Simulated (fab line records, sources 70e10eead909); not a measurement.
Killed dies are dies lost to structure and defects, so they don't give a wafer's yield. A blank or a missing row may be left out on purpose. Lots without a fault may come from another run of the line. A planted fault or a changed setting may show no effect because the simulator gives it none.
A struck lot beside a sound one | flow nand_harc | 42 steps out of a route of 1302
Sound: wafers L808.2, L808.4, L808.5. Struck: wafer L816.1. (L816.4, L816.5 of the same lot were not struck and are left out.) The cause comes at the end.
At each step with rows: each side's tool, then ch and its chambers, then its first start. Under that, the readings that differ: sound wafers | struck wafers | difference of the means | sigmas: that difference in standard deviations of wafers without a fault.
alike: readings whose means differ by less than 2 such deviations, and words and numbers that are the same on both sides. not compared: withheld readings, readings that some wafer has no value for, bounds like >300 that may hide the same value, and numbers for which the record gives no deviation and whose values overlap.
The two part at a step that has a row with sigmas, a row that says differs or no value, or rows on one side only. Numbers that don't overlap but have no deviation are shown without sigmas and don't part them. A reading that every wafer of one side lacks parts them only if that side has two wafers or more.

first, 2 steps without rows for these wafers: NHARC_THIN_TSV_PEB_10 (peb time 85 s); NHARC_THIN_TSV_DEVELOP_11 (time 70 s).
NHARC_THIN_TSV_CD_MEAS_12: target cd 1000 nm.
  sound on cd_sem-03 ch 0, day 24 00:57; struck on cd_sem-03 ch 0, day 27 19:59
  alike: cd_nm
then, 3 steps without rows for these wafers: NHARC_THIN_TSV_HARDBAKE_13 (time 80 s); NHARC_THIN_TSV_DESCUM_14 (chemistry O2, time 3 s); NHARC_THIN_TSV_ETCH_44 (etches the open film in CF4/O2, target depth 1594.2 nm, time 797.1 s).
NHARC_THIN_TSV_ETCH_15: target depth 3000 nm, bosch target overetch cycles 2, bosch etch step 2.8 s.
  sound on rie_si-03 ch 2,3, day 24 01:47; struck on rie_si-03 ch 3, day 27 20:49
  alike: drypump_motor_current_A
  not compared: rf_hours_counter_h
NHARC_THIN_TSV_CD_MEAS_16:
  sound on cd_sem-01, day 24 01:55; struck on cd_sem-03, day 27 20:56
  alike: cd_nm
NHARC_THIN_TSV_STRIP_45: strips in O2.
  sound on plasma_asher-02 ch 1, day 24 02:02; struck on plasma_asher-01 ch 1, day 27 21:04
  alike: drypump_motor_current_A, heater_power_w
  not compared: rf_hours_counter_h
then, 2 steps without rows for these wafers: NHARC_THIN_TSV_STRIP_46 (strips in post etch residue remover, time 1200 s); NHARC_THIN_TSV_DEP_47 (deposits SiO2, target thk 200 nm).
NHARC_THIN_TSV_ETCHBACK_48: etches the open film in C4F8/Ar, target depth 1028.5 nm, time 405.17 s.
  sound on rie_diel-07 ch 0,3, day 24 03:13; struck on rie_diel-06 ch 0, day 27 22:16
  alike: oes_product_au, rf_vpp_V
  not compared: rf_hours_counter_h
NHARC_THIN_TSV_STRIP_62: strips in N2/H2, time 20 s.
  sound on plasma_asher-02 ch 0,1, day 24 03:34; struck on plasma_asher-01 ch 1, day 27 22:37
  alike: drypump_motor_current_A, heater_power_w
  not compared: rf_hours_counter_h
then, 6 steps without rows for these wafers: NHARC_THIN_TSV_DEGAS_49 (time 120 s); NHARC_THIN_TSV_PRE_CLEAN_50 (time 30 s); NHARC_THIN_TSV_PVD_19 (deposits TaN, target thk 20 nm); NHARC_THIN_TSV_PVD_51 (deposits Cu, target thk 100 nm); NHARC_THIN_TSV_ECD_20 (material Cu, target thk 2000 nm); NHARC_THIN_TSV_ANNEAL_52 (time 90 s).
NHARC_THIN_TSV_CMP_21: polishes, t overpolish 30 s, target thk 2000 nm.
  sound on cmp-04 ch 1,2, day 24 05:14; struck on cmp-04 ch 0, day 28 00:19
  alike: motor_current_A, overpolish_run_s
then, 2 steps without rows for these wafers: NHARC_THIN_TSV_SRD_23; NHARC_THIN_TSV_DEGAS_53 (time 60 s).
NHARC_THIN_TSV_PRE_CLEAN_54: time 30 s.
  sound on pvd_sputter-01, day 24 05:47; struck on pvd_sputter-01, day 28 00:50
  alike: heater_power_w
then, 10 steps without rows for these wafers: NHARC_THIN_TSV_PVD_55 (deposits TiN, target thk 50 nm); NHARC_THIN_TSV_PVD_24 (deposits Al, target thk 800 nm); NHARC_THIN_TSV_DEHYDRATE_25 (time 120 s); NHARC_THIN_TSV_HMDS_26 (time 30 s); NHARC_THIN_TSV_COAT_27; NHARC_THIN_TSV_SOFTBAKE_28 (time 95 s); NHARC_THIN_TSV_EBR_29; NHARC_THIN_TSV_EXPOSE_30 (exposes mask PAD); NHARC_THIN_TSV_PEB_31 (peb time 85 s); NHARC_THIN_TSV_DEVELOP_32 (time 70 s).
NHARC_THIN_TSV_CD_MEAS_33: target cd 5000 nm.
  sound on cd_sem-01 ch 0, day 24 06:43; struck on cd_sem-01 ch 0, day 28 01:56
  alike: cd_nm
then, 6 steps without rows for these wafers: NHARC_THIN_TSV_HARDBAKE_34 (time 80 s); NHARC_THIN_TSV_DESCUM_35 (chemistry O2, time 3 s); NHARC_THIN_TSV_ETCH_59 (etches the open film in Cl2/BCl3, target depth 880 nm, time 138.1 s); NHARC_THIN_TSV_ETCH_36 (etches the open film in Cl2/BCl3, target depth 65 nm, time 18.571 s); NHARC_THIN_TSV_STRIP_56 (strips in O2); NHARC_THIN_TSV_STRIP_57 (strips in post etch residue remover, time 1200 s).
NHARC_THIN_TSV_CD_MEAS_37:
  sound on cd_sem-02, day 24 08:10; struck on cd_sem-03, day 28 03:22
  alike: cd_nm
NHARC_END_SORT_01:
  the record has rows for the struck wafers here (prober-01 ch 0, day 28 09:53) and none for the sound ones

WHERE THEY PART
Only at NHARC_END_SORT_01, within this record.

WHY: what the simulator had put in
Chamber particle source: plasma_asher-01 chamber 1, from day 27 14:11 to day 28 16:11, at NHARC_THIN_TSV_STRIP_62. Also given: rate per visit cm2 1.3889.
